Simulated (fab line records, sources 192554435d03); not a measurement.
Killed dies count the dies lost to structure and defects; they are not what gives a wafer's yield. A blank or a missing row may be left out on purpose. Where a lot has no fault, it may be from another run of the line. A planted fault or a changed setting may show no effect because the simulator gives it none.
Which of the tools did it? | flow n5Finfet | Sampling: 11 lots, 33 wafers, 2 of 1938 route steps

## WHAT EACH GAUGE READ, for each wafer
N5_PASSIVATION_CD_MEAS_30: target cd 4000 nm.
lot  | measured     | on       | cdNm (nm)
L468 | day 12 14:26 | cdSem-03 | 4001.3 4000.8 4001.9
L469 | day 12 14:52 | cdSem-03 | 4001.0 4001.7 4002.1
L470 | day 12 19:52 | cdSem-03 | 4003.2 4002.0 4002.3
L473 | day 13 18:38 | cdSem-03 | 3997.7 3998.0 3999.4
L474 | day 13 20:34 | cdSem-01 | 4000.1 3999.8 3999.5
L477 | day 13 17:32 | cdSem-03 | 3998.1 4001.6 3999.8
L475 | day 14 03:22 | cdSem-01 | 3998.8 4000.4 3997.8
L485 | day 16 09:04 | cdSem-02 | 3999.1 3999.8 4000.6
L488 | day 16 14:29 | cdSem-02 | 3999.9 4001.8 4001.7
L486 | day 16 17:38 | cdSem-01 | 3999.8 4000.8 4001.7
L490 | day 17 22:44 | cdSem-03 | 3997.9 3997.3 3999.0

## WHICH TOOL RAN EACH LOT (tool, then ch and the chambers of the sampled wafers, then the start)
lot  | N5_BEOL_M9_PECVD_70
L468 | pecvd-04 ch 1,2, day 10 04:24
L469 | pecvd-01 ch 0,1,2, day 10 10:31
L470 | pecvd-04 ch 0,1,2, day 10 14:40
L473 | pecvd-03 ch 0,1, day 11 09:31
L474 | pecvd-04 ch 0,1,2, day 11 14:34
L477 | pecvd-04 ch 0,1, day 11 15:17
L475 | pecvd-04 ch 0,1,2, day 11 22:17
L485 | pecvd-03 ch 0,1,2, day 14 04:08
L488 | pecvd-01 ch 0,1,2, day 14 08:37
L486 | pecvd-03 ch 0,2, day 14 14:37
L490 | pecvd-04 ch 0,1,2, day 15 06:08
- N5_BEOL_M9_PECVD_70: deposits SiO2 from TEOS/O2, target thk 20 nm, time 22.7 s.

## THE ANSWER, worked out from the rows above alone
Rule: the usual values come from the lots themselves. The widest of any qualifying gaps counts: lots, ordered by their means at a reading, are off when they make up no more than a third of the lots, leave a main group of 4 or more, and stand apart from it by 3 or more times the standard deviation of that group's means. If all means in a main group match to the digits the tables above print for the reading, that group is not used. A lot without any number at a reading at which 4 lots or more have one is off too. The other lots that the step has rows for count as sound.
No lot is off at any reading shown: from this, nothing can be told.

## WHAT THE SIMULATOR HAD PUT IN
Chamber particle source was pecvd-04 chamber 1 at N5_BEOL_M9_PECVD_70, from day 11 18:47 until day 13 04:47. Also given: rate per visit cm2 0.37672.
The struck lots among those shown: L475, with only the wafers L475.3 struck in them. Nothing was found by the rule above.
